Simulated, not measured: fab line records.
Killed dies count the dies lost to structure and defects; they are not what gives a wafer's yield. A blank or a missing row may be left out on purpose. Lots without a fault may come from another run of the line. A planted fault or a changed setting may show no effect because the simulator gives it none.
Matching of chambers :: flow n5Finfet :: rieDiel-03 running N5_BEOL_M0_SAQP_SPACER1_ETCHBACK_99: 4 sister chambers
The step etches SiO2 in CHF3/O2, target depth 15.4 nm, time 7.7 s. 4 wafers are shown with their chamber, then 7 later ones without.

WAFERS PAIRED WITH THEIR CHAMBERS
wafer: L091.2
chamber: 2
showerheadPlenumPTorr (Torr): 2.46

wafer: L091.6
chamber: 3
showerheadPlenumPTorr (Torr): 2.46

wafer: L094.1
chamber: 0
showerheadPlenumPTorr (Torr): 2.47

wafer: L094.2
chamber: 1
showerheadPlenumPTorr (Torr): 2.37

WAFERS MISSING THEIR CHAMBER
wafer: L094.6
showerheadPlenumPTorr (Torr): 2.37

wafer: L095.2
showerheadPlenumPTorr (Torr): 2.37

wafer: L095.3
showerheadPlenumPTorr (Torr): 2.47

wafer: L095.6
showerheadPlenumPTorr (Torr): 2.47

wafer: L096.1
showerheadPlenumPTorr (Torr): 2.37

wafer: L096.2
showerheadPlenumPTorr (Torr): 2.45

wafer: L096.4
showerheadPlenumPTorr (Torr): 2.37

CHAMBER TAKEN BY EACH
wafer: L094.6
from the rows above: 1
in truth: 1

wafer: L095.2
from the rows above: 1
in truth: 1

wafer: L095.3
from the rows above: 0
in truth: 0

wafer: L095.6
from the rows above: 0
in truth: 0

wafer: L096.1
from the rows above: 1
in truth: 1

wafer: L096.2
from the rows above: can't be placed: 2 or 3
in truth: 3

wafer: L096.4
from the rows above: 1
in truth: 1
6 of 7 placed correctly. Cannot be placed on the basis of these rows: 1; the candidates contain the true chamber in 1. Wrongly placed: 0.
How it was worked out, from the rows above alone: a wafer's distance from a chamber is the root of the sum, over the readings, of the square of ((its reading less the chamber's mean) divided by the reading's scatter). The wafer belongs to the nearest chamber; if the next one is less than 2 further off, it can't be placed. Each chamber's mean is taken over the wafers shown for it. The scatter: with one shown wafer a chamber, the root of the mean of the squares of how far each hidden wafer lies from its nearest shown one.
